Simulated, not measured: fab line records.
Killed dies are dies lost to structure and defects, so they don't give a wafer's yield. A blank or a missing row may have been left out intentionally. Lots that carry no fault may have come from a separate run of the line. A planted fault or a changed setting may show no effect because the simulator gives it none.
fab line records | flow n5Finfet | part 1 of 2: steps 1 to 4 of 6
record lots=20 | wafers=60 | lastDay=18
route steps=1938 shown MOL_CONTACT_COAG@580 BEOL_M0_SAQP@650
lots that met no fault: taken from a fault-free run of the same line
startH: hours from the record's opening day to when the first of the lot's shown wafers began | waitH: how many hours have passed since the lot's step before this one | " repeats the value in the row above | L1.1+2: a single row standing in for several wafers | - value missing, or start not given | * or withheld: withheld | < > ~ a bound
route shown NAME@n: a module of which the file shows steps, and the number in the route of the first | usual: mean/standard deviation taken from wafers without a fault | same: alike in all rows | chamber/n: place in a boat | sites: the reading at each site | _std_site: the values' standard deviation | _edge_site: inner sites' mean taken away from outer sites' mean | radiusMm: how far each site lies from the wafer's centre | mask NAME#n: copy n | behind: the last tool/chamber to shape the wafer | hold: the reason the lot was held/the length of the hold in hours/how it ended | device: which transistor (n, p or np) failed to switch | end of line: tests of these same wafers at the route's end | step lacking rows: just its recipe | killed: not the wafer's yield, but the dies lost to structure and defects at the first sort | map: the dies of a wafer, with x for killed, . for not killed, _ for no die there
set.NAME: the setting as run; set.NAME@STEP: as run at that earlier step | model.NAME: the simulator's own value behind a step, which no gauge read
the route's steps for a sample of lots (tables are steps, rows are wafers)
services: the hour from which a tool's chamber was out of use, counted from the record's first day as startH (under 0 if before that day), plus the number of hours and why
## steps
# step N5_MOL_CONTACT_COAG_ETCHBACK_132
# recipe chemistry=CHF3 | target=SiO2 | targetDepthA=100 | timeS=6.7 | ionEnergyEv=200 | pressureMtorr=30 | sourceW=610 | biasW=170 | Ar_flow_sccm=200 | CHF3_flow_sccm=50
# usual drypumpMotorCurrentA=5.5/0.46 | mfcArSccm=200.0/0.58 | oesProductAu=0.80/0.078 | rfVppV=524/14 | showerheadPlenumPTorr=2.39/0.066 | throttleValvePct=18.52/0.29
lot.wafer | tool       | chamber | startH | waitH | drypumpMotorCurrentA | mfcArSccm | oesProductAu | rfHoursCounterH | rfVppV | showerheadPlenumPTorr | throttleValvePct
L075.3    | rieDiel-05 | 0       | 101.89 | 0.1   | 5.2                  | 199.7     | 0.83         | 73              | 515    | 2.33                  | 18.45
L075.4    | "          | 3       | "      | "     | 5.4                  | 200.0     | 0.70         | 214             | 524    | 2.37                  | 18.72
L075.6    | "          | 2       | "      | "     | 5.6                  | 200.7     | 0.82         | -               | 528    | 2.42                  | 18.61
L074.2    | rieDiel-06 | 1       | 102.20 | 0.1   | 5.1                  | 200.3     | 0.69         | 226             | 511    | 2.35                  | 18.66
L074.5    | "          | 1       | "      | "     | 5.1                  | 199.4     | 0.68         | -               | 511    | 2.35                  | 18.65
L074.6    | "          | 2       | "      | "     | 6.4                  | 199.1     | 0.71         | -               | 501    | 2.28                  | 19.32
L076.1    | rieDiel-05 | 1       | 110.00 | 0.3   | 4.8                  | 199.7     | 0.68         | 243             | 509    | 2.34                  | 18.43
L076.3    | "          | 3       | "      | "     | 5.4                  | 200.0     | 0.70         | 216             | 525    | 2.37                  | 18.71
L076.5    | "          | 0       | "      | "     | 5.2                  | 200.0     | 0.82         | -               | 515    | 2.33                  | 18.47
L077.1    | rieDiel-05 | 2       | 117.63 | 0.1   | 5.6                  | 199.7     | 0.81         | 84              | 527    | 2.42                  | 18.63
L077.2    | "          | 1       | "      | "     | 4.9                  | 200.3     | 0.68         | 246             | 508    | 2.34                  | 18.44
L077.3    | "          | 0       | "      | "     | 5.3                  | 200.2     | 0.80         | 78              | 514    | 2.33                  | 18.45
L078.1    | rieDiel-05 | 0       | 125.82 | 0.1   | 5.2                  | 199.7     | 0.83         | 81              | 513    | 2.33                  | 18.47
L078.5    | "          | 3       | "      | "     | 5.4                  | 200.1     | 0.70         | -               | 525    | 2.37                  | 18.73
L078.6    | "          | 0       | "      | "     | 5.2                  | 200.3     | 0.82         | -               | 514    | 2.33                  | 18.45
L080.3    | rieDiel-02 | 2       | 135.32 | 0.1   | 5.4                  | 199.4     | 0.90         | 26              | 549    | 2.51                  | 18.09
L080.4    | "          | 3       | "      | "     | 5.8                  | 200.5     | 0.81         | 95              | 516    | 2.40                  | 18.47
L080.6    | "          | 0       | "      | "     | 5.7                  | 200.3     | 0.86         | -               | 526    | 2.33                  | 18.33
L081.3    | rieDiel-02 | 2       | 138.33 | 0.3   | 5.3                  | 200.5     | 0.90         | 26              | 548    | 2.51                  | 18.09
L081.4    | "          | 3       | "      | "     | 5.8                  | 200.2     | 0.83         | 96              | 518    | 2.40                  | 18.46
L081.5    | "          | 0       | "      | "     | 5.7                  | 199.8     | 0.86         | -               | 526    | 2.33                  | 18.35
L082.2    | rieDiel-05 | 0       | 145.90 | 0.1   | 5.3                  | 199.9     | 0.81         | 90              | 514    | 2.33                  | 18.50
L082.3    | "          | 2       | "      | "     | 5.6                  | 200.5     | 0.79         | 95              | 529    | 2.41                  | 18.67
L082.6    | "          | 1       | "      | "     | 4.8                  | 200.9     | 0.97         | -               | 510    | 2.33                  | 18.03
L083.2    | rieDiel-05 | 3       | 150.56 | 0.1   | 5.3                  | 200.4     | 0.68         | 232             | 525    | 2.36                  | 18.74
L083.5    | "          | 2       | "      | "     | 5.6                  | 201.0     | 0.79         | -               | 528    | 2.41                  | 18.67
L083.6    | "          | 3       | "      | "     | 5.4                  | 200.2     | 0.68         | -               | 524    | 2.36                  | 18.75
L084.1    | rieDiel-06 | 2       | 164.56 | 0.2   | 6.4                  | 200.8     | 0.69         | 232             | 499    | 2.27                  | 19.36
L084.3    | "          | 1       | "      | "     | 5.1                  | 199.7     | 0.67         | 248             | 508    | 2.34                  | 18.68
L084.5    | "          | 0       | "      | "     | 5.0                  | 200.2     | 0.88         | -               | 537    | 2.52                  | 18.36
L086.2    | rieDiel-02 | 3       | 183.39 | 0.1   | 5.8                  | 201.5     | 0.80         | 110             | 516    | 2.40                  | 18.50
L086.4    | "          | 2       | "      | "     | 5.3                  | 199.0     | 0.87         | 41              | 549    | 2.50                  | 18.11
L086.5    | "          | 3       | "      | "     | 5.8                  | 200.7     | 0.80         | -               | 517    | 2.40                  | 18.50
L087.1    | rieDiel-05 | 2       | 201.05 | 0.3   | 5.6                  | 199.8     | 0.77         | 116             | 528    | 2.40                  | 18.67
L087.4    | "          | 0       | "      | "     | 5.3                  | 199.3     | 0.79         | -               | 512    | 2.32                  | 18.51
L087.5    | "          | 1       | "      | "     | 4.8                  | 200.1     | 0.92         | -               | 508    | 2.33                  | 18.07
L088.2    | rieDiel-05 | 1       | 201.82 | 0.2   | 4.8                  | 198.4     | 0.90         | 23              | 509    | 2.33                  | 18.06
L088.5    | "          | 0       | "      | "     | 5.3                  | 200.6     | 0.78         | -               | 512    | 2.32                  | 18.52
L088.6    | "          | 2       | "      | "     | 5.6                  | 199.5     | 0.77         | -               | 527    | 2.40                  | 18.68
L089.1    | rieDiel-02 | 0       | 201.86 | 0.1   | 5.7                  | 200.3     | 0.82         | 75              | 527    | 2.32                  | 18.39
L089.4    | "          | 2       | "      | "     | 5.3                  | 200.6     | 0.87         | 47              | 550    | 2.50                  | 18.14
L089.6    | "          | 1       | "      | "     | 6.0                  | 199.9     | 0.71         | -               | 545    | 2.44                  | 18.81
L090.2    | rieDiel-02 | 2       | 204.05 | 0.2   | 5.4                  | 200.7     | 0.87         | 48              | 549    | 2.50                  | 18.14
L090.4    | "          | 1       | "      | "     | 6.0                  | 199.9     | 0.71         | 223             | 546    | 2.44                  | 18.80
L090.5    | "          | 0       | "      | "     | 5.7                  | 200.8     | 0.83         | -               | 526    | 2.32                  | 18.38
L091.2    | rieDiel-02 | 1       | 207.16 | 0.2   | 6.0                  | 199.3     | 0.72         | 225             | 545    | 2.44                  | 18.79
L091.5    | "          | 3       | "      | "     | 5.8                  | 200.2     | 0.80         | -               | 519    | 2.39                  | 18.51
L091.6    | "          | 0       | "      | "     | 5.7                  | 199.5     | 0.83         | -               | 525    | 2.32                  | 18.38
L092.4    | rieDiel-05 | 1       | 208.01 | 0.2   | 4.9                  | 200.4     | 0.89         | -               | 508    | 2.33                  | 18.07
L092.5    | "          | 2       | "      | "     | 5.6                  | 200.8     | 0.77         | -               | 528    | 2.40                  | 18.69
L092.6    | "          | 0       | "      | "     | 5.2                  | 198.9     | 0.78         | -               | 513    | 2.32                  | 18.51
L093.1    | rieDiel-05 | 1       | 215.05 | 0.1   | 4.9                  | 200.5     | 0.88         | 32              | 509    | 2.32                  | 18.07
L093.2    | "          | 0       | "      | "     | 5.3                  | 199.1     | 0.77         | 121             | 512    | 2.32                  | 18.52
L093.6    | "          | 1       | "      | "     | 4.9                  | 201.0     | 0.88         | -               | 508    | 2.32                  | 18.09
L095.1    | rieDiel-06 | 2       | 233.79 | 0.1   | 6.4                  | 200.2     | 0.69         | 239             | 500    | 2.27                  | 19.35
L095.3    | "          | 0       | "      | "     | 5.0                  | 200.6     | 0.87         | 65              | 536    | 2.51                  | 18.38
L095.4    | "          | 2       | "      | "     | 6.5                  | 199.5     | 0.70         | -               | 500    | 2.27                  | 19.35
L097.2    | rieDiel-06 | 3       | 243.46 | 0.1   | 6.6                  | 200.2     | 0.68         | 233             | 531    | 2.43                  | 18.92
L097.3    | "          | 1       | "      | "     | 5.1                  | 199.6     | 0.96         | 1               | 510    | 2.33                  | 18.29
L097.5    | "          | 0       | "      | "     | 5.0                  | 199.6     | 0.87         | -               | 538    | 2.51                  | 18.41
# step N5_MOL_CONTACT_COAG_ETCH_67
# recipe chemistry=N2/H2 | target=SOC | targetDepthA=600 | overetchA=210 | maskMaterial=SiARC | tempC=40 | timeS=101.2 | ionEnergyEv=200 | pressureMtorr=30 | sourceW=840 | biasW=150 | n2FlowSccm=200 | h2FlowSccm=200
# usual drypumpMotorCurrentA=5.6/0.46 | oesProductAu=0.67/0.065 | rfVppV=524.3/2.6 | showerheadPlenumPTorr=2.56/0.086 | throttleValvePct=17.6/0.31
lot.wafer | tool       | chamber | startH | waitH | drypumpMotorCurrentA | oesProductAu | rfHoursCounterH | rfVppV | showerheadPlenumPTorr | throttleValvePct
L075.3    | rieDiel-05 | 3       | 103.29 | 0.0   | 5.4                  | 0.59         | 214             | 523.3  | 2.52                  | 17.8
L075.4    | "          | 1       | "      | "     | 4.9                  | 0.57         | 241             | 523.8  | 2.50                  | 17.5
L075.6    | "          | 0       | "      | "     | 5.2                  | 0.70         | -               | 521.5  | 2.47                  | 17.6
L074.2    | rieDiel-02 | 3       | 103.49 | 0.0   | 5.8                  | 0.69         | 83              | 525.7  | 2.57                  | 17.6
L074.5    | "          | 3       | "      | "     | 5.8                  | 0.69         | -               | 523.8  | 2.57                  | 17.6
L074.6    | "          | 0       | "      | "     | 5.7                  | 0.72         | -               | 523.5  | 2.48                  | 17.3
L076.1    | rieDiel-02 | 2       | 111.52 | 0.0   | 5.3                  | 0.78         | 17              | 528.6  | 2.70                  | 17.2
L076.3    | "          | 3       | "      | "     | 5.8                  | 0.68         | 86              | 524.2  | 2.57                  | 17.6
L076.5    | "          | 0       | "      | "     | 5.7                  | 0.73         | -               | 523.1  | 2.48                  | 17.3
L077.1    | rieDiel-02 | 1       | 118.91 | 0.0   | 6.0                  | 0.61         | 194             | 526.1  | 2.63                  | 17.9
L077.2    | "          | 2       | "      | "     | 5.3                  | 0.78         | 20              | 528.1  | 2.70                  | 17.2
L077.3    | "          | 0       | "      | "     | 5.7                  | 0.72         | 49              | 521.4  | 2.48                  | 17.3
L078.1    | rieDiel-06 | 0       | 127.23 | 0.0   | 5.0                  | 0.76         | 35              | 527.7  | 2.71                  | 17.4
L078.5    | "          | 3       | "      | "     | 6.6                  | 0.61         | -               | 527.9  | 2.61                  | 17.9
L078.6    | "          | 2       | "      | "     | 6.4                  | 0.59         | -               | 520.0  | 2.40                  | 18.3
L080.3    | rieDiel-05 | 0       | 136.73 | 0.0   | 5.2                  | 0.69         | 86              | 521.8  | 2.47                  | 17.6
L080.4    | "          | 2       | "      | "     | 5.6                  | 0.68         | -               | 523.0  | 2.57                  | 17.7
L080.6    | "          | 0       | "      | "     | 5.3                  | 0.70         | -               | 520.9  | 2.47                  | 17.6
L081.3    | rieDiel-06 | 3       | 139.71 | 0.0   | 6.6                  | 0.60         | 203             | 525.1  | 2.61                  | 17.9
L081.4    | "          | 0       | "      | "     | 5.0                  | 0.75         | 40              | 529.1  | 2.71                  | 17.4
L081.5    | "          | 2       | "      | "     | 6.4                  | 0.59         | -               | 520.3  | 2.40                  | 18.3
L082.2    | rieDiel-05 | 0       | 147.35 | 0.0   | 5.3                  | 0.69         | 90              | 523.0  | 2.47                  | 17.6
L082.3    | "          | 1       | "      | "     | 4.9                  | 0.83         | 1               | 523.1  | 2.50                  | 17.1
L082.6    | "          | 2       | "      | "     | 5.6                  | 0.68         | -               | 524.9  | 2.56                  | 17.7
L083.2    | rieDiel-02 | 3       | 151.87 | 0.0   | 5.8                  | 0.68         | 100             | 525.0  | 2.57                  | 17.7
L083.5    | "          | 2       | "      | "     | 5.3                  | 0.76         | -               | 526.9  | 2.70                  | 17.2
L083.6    | "          | 1       | "      | "     | 6.0                  | 0.61         | -               | 526.1  | 2.63                  | 17.9
L084.1    | rieDiel-02 | 1       | 166.03 | 0.0   | 6.0                  | 0.61         | 209             | 526.4  | 2.62                  | 18.0
L084.3    | "          | 0       | "      | "     | 5.7                  | 0.71         | 62              | 522.9  | 2.47                  | 17.3
L084.5    | "          | 1       | "      | "     | 6.0                  | 0.60         | -               | 525.8  | 2.62                  | 18.0
L086.2    | rieDiel-02 | 3       | 185.28 | 0.0   | 5.8                  | 0.67         | 111             | 524.5  | 2.56                  | 17.7
L086.4    | "          | 2       | "      | "     | 5.4                  | 0.74         | 41              | 526.9  | 2.69                  | 17.2
L086.5    | "          | 1       | "      | "     | 6.0                  | 0.60         | -               | 527.9  | 2.62                  | 18.0
L087.1    | rieDiel-05 | 0       | 203.79 | 0.0   | 5.2                  | 0.66         | 113             | 521.8  | 2.46                  | 17.6
L087.4    | "          | 1       | "      | "     | 4.9                  | 0.76         | -               | 525.9  | 2.49                  | 17.1
L087.5    | "          | 2       | "      | "     | 5.6                  | 0.66         | -               | 522.8  | 2.55                  | 17.7
L088.2    | rieDiel-05 | 1       | 205.10 | 0.0   | 4.9                  | 0.76         | 25              | 521.8  | 2.49                  | 17.1
L088.5    | "          | 2       | "      | "     | 5.6                  | 0.65         | -               | 523.8  | 2.55                  | 17.7
L088.6    | "          | 1       | "      | "     | 4.9                  | 0.76         | -               | 520.9  | 2.49                  | 17.1
L089.1    | rieDiel-02 | 2       | 205.13 | 0.0   | 5.3                  | 0.73         | 48              | 527.9  | 2.69                  | 17.2
L089.4    | "          | 1       | "      | "     | 6.0                  | 0.59         | 224             | 525.9  | 2.62                  | 18.0
L089.6    | "          | 2       | "      | "     | 5.3                  | 0.73         | -               | 528.8  | 2.69                  | 17.2
L090.2    | rieDiel-05 | 1       | 206.90 | 0.0   | 4.8                  | 0.75         | 26              | 521.4  | 2.49                  | 17.1
L090.4    | "          | 1       | "      | "     | 4.9                  | 0.74         | -               | 522.1  | 2.49                  | 17.1
L090.5    | "          | 0       | "      | "     | 5.2                  | 0.66         | -               | 521.3  | 2.46                  | 17.7
L091.2    | rieDiel-02 | 0       | 209.18 | 0.0   | 5.7                  | 0.69         | 79              | 521.2  | 2.46                  | 17.4
L091.5    | "          | 3       | "      | "     | 5.8                  | 0.66         | -               | 525.1  | 2.56                  | 17.7
L091.6    | "          | 0       | "      | "     | 5.7                  | 0.69         | -               | 521.5  | 2.46                  | 17.4
L092.4    | rieDiel-02 | 3       | 210.59 | 0.0   | 5.8                  | 0.66         | -               | 523.7  | 2.56                  | 17.7
L092.5    | "          | 1       | "      | "     | 6.0                  | 0.59         | -               | 526.7  | 2.62                  | 18.0
L092.6    | "          | 0       | "      | "     | 5.7                  | 0.69         | -               | 519.8  | 2.46                  | 17.4
L093.1    | rieDiel-05 | 2       | 218.94 | 0.0   | 5.6                  | 0.65         | 128             | 523.2  | 2.55                  | 17.7
L093.2    | "          | 1       | "      | "     | 4.9                  | 0.74         | 34              | 522.3  | 2.48                  | 17.1
L093.6    | "          | 3       | "      | "     | 5.4                  | 0.84         | -               | 522.3  | 2.51                  | 17.4
L095.1    | rieDiel-02 | 1       | 235.08 | 0.0   | 6.0                  | 0.59         | 237             | 526.6  | 2.61                  | 18.0
L095.3    | "          | 2       | "      | "     | 5.4                  | 0.72         | 59              | 528.5  | 2.68                  | 17.3
L095.4    | "          | 3       | "      | "     | 5.8                  | 0.65         | 132             | 522.5  | 2.55                  | 17.7
L097.2    | rieDiel-02 | 2       | 245.01 | 0.0   | 5.3                  | 0.71         | 62              | 527.9  | 2.68                  | 17.3
L097.3    | "          | 0       | "      | "     | 5.7                  | 0.67         | 94              | 522.2  | 2.46                  | 17.4
L097.5    | "          | 0       | "      | "     | 5.7                  | 0.67         | -               | 521.6  | 2.46                  | 17.4
# step N5_BEOL_M0_SAQP_OVL_MEAS_15
# recipe pointsPerWafer=44
# usual M0_CORE_OVL=0.1/0.72
lot.wafer | tool       | chamber | startH | waitH | M0_CORE_OVL[nm]
L075.3    | overlay-01 | 0       | 110.59 | 0.0   | -0.3
L075.4    | "          | 0       | "      | "     | 0.5
L075.6    | "          | 0       | "      | "     | -0.3
L074.2    | overlay-02 | 0       | 113.87 | 0.0   | 0.0
L074.5    | "          | 0       | "      | "     | -0.3
L074.6    | "          | 0       | "      | "     | 0.0
L076.1    | overlay-01 | 0       | 117.90 | 0.0   | 0.5
L076.3    | "          | 0       | "      | "     | 0.4
L076.5    | "          | 0       | "      | "     | 0.0
L077.1    | overlay-01 | 0       | 124.80 | 0.0   | -0.8
L077.2    | "          | 0       | "      | "     | -0.5
L077.3    | "          | 0       | "      | "     | -0.2
L078.1    | overlay-02 | 0       | 133.21 | 0.0   | 1.0
L078.5    | "          | 0       | "      | "     | 0.1
L078.6    | "          | 0       | "      | "     | 0.2
L080.3    | overlay-01 | 0       | 142.68 | 0.0   | -0.7
L080.4    | "          | 0       | "      | "     | 0.3
L080.6    | "          | 0       | "      | "     | 0.1
L081.3    | overlay-02 | 0       | 146.82 | 0.0   | -0.3
L081.4    | "          | 0       | "      | "     | -1.5
L081.5    | "          | 0       | "      | "     | -0.5
L082.2    | overlay-01 | 0       | 154.59 | 0.0   | 0.4
L082.3    | "          | 0       | "      | "     | 0.3
L082.6    | "          | 0       | "      | "     | 1.1
L083.2    | overlay-01 | 0       | 157.49 | 0.0   | 0.2
L083.5    | "          | 0       | "      | "     | 0.2
L083.6    | "          | 0       | "      | "     | 0.1
L084.1    | overlay-02 | 0       | 174.82 | 0.0   | -0.6
L084.3    | "          | 0       | "      | "     | -1.4
L084.5    | "          | 0       | "      | "     | -0.4
L086.2    | overlay-01 | 0       | 191.63 | 0.0   | -0.6
L086.4    | "          | 0       | "      | "     | 0.8
L086.5    | "          | 0       | "      | "     | 1.2
L087.1    | overlay-01 | 0       | 210.29 | 0.0   | -0.5
L087.4    | "          | 0       | "      | "     | -0.6
L087.5    | "          | 0       | "      | "     | 0.8
L088.2    | overlay-01 | 0       | 213.35 | 0.0   | 0.4
L088.5    | "          | 0       | "      | "     | 0.8
L088.6    | "          | 0       | "      | "     | -0.4
L089.1    | overlay-02 | 0       | 213.51 | 0.0   | 0.3
L089.4    | "          | 0       | "      | "     | 0.4
L089.6    | "          | 0       | "      | "     | 0.4
L091.2    | overlay-02 | 0       | 215.65 | 0.0   | -1.0
L091.5    | "          | 0       | "      | "     | 0.2
L091.6    | "          | 0       | "      | "     | -1.7
L090.2    | overlay-01 | 0       | 215.93 | 0.0   | -0.8
L090.4    | "          | 0       | "      | "     | -0.6
L090.5    | "          | 0       | "      | "     | -0.1
L092.4    | overlay-01 | 0       | 219.94 | 0.0   | 1.3
L092.5    | "          | 0       | "      | "     | 0.6
L092.6    | "          | 0       | "      | "     | 0.2
L093.1    | overlay-01 | 0       | 226.17 | 0.0   | -0.3
L093.2    | "          | 0       | "      | "     | 0.2
L093.6    | "          | 0       | "      | "     | -0.3
L095.1    | overlay-01 | 0       | 241.89 | 0.0   | 0.4
L095.3    | "          | 0       | "      | "     | 0.1
L095.4    | "          | 0       | "      | "     | 0.3
L097.2    | overlay-02 | 0       | 250.76 | 0.0   | -0.8
L097.3    | "          | 0       | "      | "     | 0.7
L097.5    | "          | 0       | "      | "     | 1.3
# step N5_BEOL_M0_SAQP_ETCH_83
# recipe chemistry=CF4 | target=SiARC | targetDepthA=390 | maskMaterial=CAR-ArF | timeS=65 | ionEnergyEv=80 | pressureMtorr=40 | sourceW=545 | biasW=36 | Ar_flow_sccm=100 | cf4FlowSccm=100 | ends=cleared
# usual drypumpMotorCurrentA=5.7/0.41 | etchRfOnTimeS=64.6/1 | mfcArSccm=99.9/0.31 | oesProductAu=0.65/0.07 | rfVppV=183.7/1.2 | showerheadPlenumPTorr=2.10/0.074 | throttleValvePct=15.51/0.26
lot.wafer | tool       | chamber | startH | waitH | drypumpMotorCurrentA | etchRfOnTimeS | mfcArSccm | oesProductAu | rfHoursCounterH | rfVppV | showerheadPlenumPTorr | throttleValvePct
L075.3    | rieDiel-03 | 0       | 110.70 | 0.0   | 6.0                  | 64.0          | 99.7      | 0.60         | 216             | 183.6  | 2.11                  | 15.43
L075.4    | "          | 2       | "      | "     | 5.0                  | 64.9          | 99.8      | 0.59         | 239             | 183.2  | 2.19                  | 15.69
L075.6    | "          | 3       | "      | "     | 5.7                  | 65.6          | 100.0     | 0.60         | -               | 184.1  | 2.13                  | 15.81
L074.2    | rieDiel-01 | 3       | 113.96 | 0.0   | 5.6                  | 65.4          | 100.2     | 0.67         | 129             | 185.1  | 2.24                  | 15.46
L074.5    | "          | 2       | "      | "     | 5.2                  | 65.3          | 100.0     | 0.68         | -               | 182.7  | 2.08                  | 15.49
L074.6    | "          | 1       | "      | "     | 5.8                  | 64.0          | 99.8      | 0.76         | -               | 182.7  | 2.10                  | 15.29
L076.1    | rieDiel-04 | 2       | 118.18 | 0.0   | 6.2                  | 65.2          | 99.4      | 0.78         | 29              | 183.1  | 2.19                  | 15.10
L076.3    | "          | 3       | "      | "     | 5.2                  | 62.9          | 99.2      | 0.62         | 187             | 183.1  | 2.05                  | 15.53
L076.5    | "          | 1       | "      | "     | 5.7                  | 64.0          | 99.9      | 0.67         | -               | 183.1  | 1.98                  | 15.33
L077.1    | rieDiel-03 | 2       | 124.89 | 0.0   | 5.0                  | 64.8          | 100.2     | 0.58         | 244             | 184.0  | 2.19                  | 15.71
L077.2    | "          | 0       | "      | "     | 6.0                  | 64.4          | 100.5     | 0.59         | 221             | 184.3  | 2.11                  | 15.41
L077.3    | "          | 3       | "      | "     | 5.7                  | 65.4          | 100.0     | 0.59         | 218             | 183.5  | 2.13                  | 15.82
L078.1    | rieDiel-04 | 1       | 133.30 | 0.0   | 5.7                  | 64.5          | 100.6     | 0.67         | 130             | 182.9  | 1.98                  | 15.34
L078.5    | "          | 3       | "      | "     | 5.2                  | 63.2          | 99.8      | 0.61         | -               | 184.8  | 2.05                  | 15.53
L078.6    | "          | 2       | "      | "     | 6.2                  | 66.0          | 99.8      | 0.76         | -               | 185.3  | 2.19                  | 15.10
L080.3    | rieDiel-03 | 1       | 142.78 | 0.0   | 6.3                  | 64.9          | 100.4     | 0.60         | 229             | 185.4  | 2.20                  | 16.00
L080.4    | "          | 1       | "      | "     | 6.3                  | 64.9          | 100.1     | 0.60         | -               | 184.6  | 2.20                  | 15.99
L080.6    | "          | 0       | "      | "     | 6.0                  | 64.5          | 100.1     | 0.59         | -               | 183.2  | 2.10                  | 15.45
L081.3    | rieDiel-04 | 1       | 147.05 | 0.0   | 5.6                  | 64.5          | 100.2     | 0.65         | 131             | 181.1  | 1.98                  | 15.34
L081.4    | "          | 2       | "      | "     | 6.2                  | 66.3          | 100.2     | 0.75         | 39              | 183.7  | 2.18                  | 15.12
L081.5    | "          | 3       | "      | "     | 5.2                  | 63.5          | 99.8      | 0.61         | -               | 183.8  | 2.04                  | 15.54
L082.2    | rieDiel-03 | 3       | 154.69 | 0.0   | 5.7                  | 66.0          | 100.1     | 0.58         | 230             | 183.6  | 2.13                  | 15.85
L082.3    | "          | 0       | "      | "     | 6.0                  | 64.5          | 99.9      | 0.59         | 231             | 182.3  | 2.10                  | 15.45
L082.6    | "          | 1       | "      | "     | 6.3                  | 65.5          | 100.2     | 0.59         | -               | 184.4  | 2.20                  | 16.00
L083.2    | rieDiel-01 | 1       | 157.68 | 0.0   | 5.8                  | 64.3          | 99.6      | 0.73         | 69              | 184.2  | 2.09                  | 15.32
L083.5    | "          | 2       | "      | "     | 5.2                  | 66.5          | 99.9      | 0.67         | -               | 184.0  | 2.07                  | 15.51
L083.6    | "          | 1       | "      | "     | 5.8                  | 64.3          | 99.8      | 0.73         | -               | 184.3  | 2.09                  | 15.32
L084.1    | rieDiel-04 | 3       | 174.92 | 0.0   | 5.1                  | 62.9          | 100.0     | 0.61         | 204             | 184.1  | 2.04                  | 15.57
L084.3    | "          | 2       | "      | "     | 6.2                  | 64.7          | 100.0     | 0.76         | 46              | 183.7  | 2.18                  | 15.13
L084.5    | "          | 0       | "      | "     | 5.8                  | 64.0          | 100.3     | 0.60         | -               | 184.8  | 2.10                  | 15.89
L086.2    | rieDiel-04 | 0       | 192.00 | 0.0   | 5.8                  | 64.0          | 99.7      | 0.59         | 245             | 183.6  | 2.10                  | 15.90
L086.4    | "          | 2       | "      | "     | 6.2                  | 65.1          | 99.9      | 0.75         | 51              | 185.3  | 2.18                  | 15.15
L086.5    | "          | 0       | "      | "     | 5.8                  | 63.7          | 99.7      | 0.59         | -               | 183.8  | 2.10                  | 15.91
L087.1    | rieDiel-04 | 1       | 210.38 | 0.0   | 5.7                  | 64.6          | 100.1     | 0.64         | 148             | 182.4  | 1.97                  | 15.37
L087.4    | "          | 3       | "      | "     | 5.1                  | 64.5          | 100.3     | 0.59         | 212             | 183.2  | 2.04                  | 15.57
L087.5    | "          | 2       | "      | "     | 6.2                  | 66.2          | 100.1     | 0.74         | -               | 185.5  | 2.18                  | 15.13
L088.2    | rieDiel-04 | 0       | 213.44 | 0.0   | 5.8                  | 63.7          | 99.9      | 0.59         | 249             | 184.6  | 2.10                  | 15.90
L088.5    | "          | 3       | "      | "     | 5.2                  | 63.6          | 100.0     | 0.60         | -               | 181.8  | 2.04                  | 15.56
L088.6    | "          | 2       | "      | "     | 6.2                  | 65.4          | 99.9      | 0.74         | -               | 183.3  | 2.18                  | 15.15
L089.1    | rieDiel-01 | 3       | 213.90 | 0.0   | 5.6                  | 66.8          | 99.6      | 0.63         | 161             | 183.9  | 2.23                  | 15.51
L089.4    | "          | 0       | "      | "     | 4.9                  | 65.9          | 99.6      | 0.79         | 16              | 183.2  | 2.11                  | 15.22
L089.6    | "          | 1       | "      | "     | 5.7                  | 64.5          | 99.5      | 0.72         | -               | 183.4  | 2.09                  | 15.36
L091.2    | rieDiel-03 | 0       | 215.75 | 0.0   | 6.0                  | 63.8          | 100.1     | 0.58         | 248             | 184.8  | 2.10                  | 15.48
L091.5    | "          | 2       | "      | "     | 5.0                  | 63.2          | 99.9      | 0.80         | -               | 183.8  | 2.18                  | 15.26
L091.6    | "          | 3       | "      | "     | 5.7                  | 64.8          | 100.1     | 0.57         | -               | 184.6  | 2.12                  | 15.87
L090.2    | rieDiel-04 | 0       | 216.02 | 0.0   | 5.8                  | 64.9          | 100.4     | 0.59         | 250             | 185.3  | 2.10                  | 15.92
L090.4    | "          | 3       | "      | "     | 5.2                  | 64.5          | 99.8      | 0.59         | 213             | 183.0  | 2.04                  | 15.56
L090.5    | "          | 1       | "      | "     | 5.7                  | 64.8          | 100.0     | 0.64         | -               | 181.5  | 1.97                  | 15.39
L092.4    | rieDiel-03 | 2       | 220.59 | 0.0   | 5.0                  | 63.3          | 99.8      | 0.80         | -               | 183.5  | 2.18                  | 15.26
L092.5    | "          | 0       | "      | "     | 6.0                  | 63.9          | 99.4      | 0.58         | -               | 184.0  | 2.10                  | 15.49
L092.6    | "          | 3       | "      | "     | 5.7                  | 64.1          | 100.1     | 0.58         | -               | 184.3  | 2.12                  | 15.87
L093.1    | rieDiel-01 | 1       | 226.28 | 0.0   | 5.8                  | 63.6          | 100.0     | 0.73         | 86              | 184.1  | 2.09                  | 15.38
L093.2    | "          | 2       | "      | "     | 5.2                  | 65.5          | 99.9      | 0.65         | 146             | 183.4  | 2.07                  | 15.58
L093.6    | "          | 2       | "      | "     | 5.2                  | 65.8          | 99.8      | 0.66         | -               | 182.2  | 2.06                  | 15.57
L095.1    | rieDiel-04 | 3       | 241.98 | 0.0   | 5.1                  | 63.2          | 100.3     | 0.59         | 223             | 185.0  | 2.04                  | 15.58
L095.3    | "          | 1       | "      | "     | 5.6                  | 64.8          | 100.6     | 0.64         | 159             | 181.4  | 1.97                  | 15.40
L095.4    | "          | 3       | "      | "     | 5.2                  | 63.4          | 99.7      | 0.60         | -               | 184.6  | 2.04                  | 15.60
L097.2    | rieDiel-03 | 3       | 250.85 | 0.0   | 5.7                  | 64.5          | 100.4     | 0.57         | 263             | 182.5  | 2.12                  | 15.91
L097.3    | "          | 1       | "      | "     | 6.3                  | 62.5          | 100.0     | 0.80         | 8               | 184.3  | 2.19                  | 15.58
L097.5    | "          | 2       | "      | "     | 5.0                  | 63.4          | 99.9      | 0.76         | -               | 184.4  | 2.18                  | 15.29
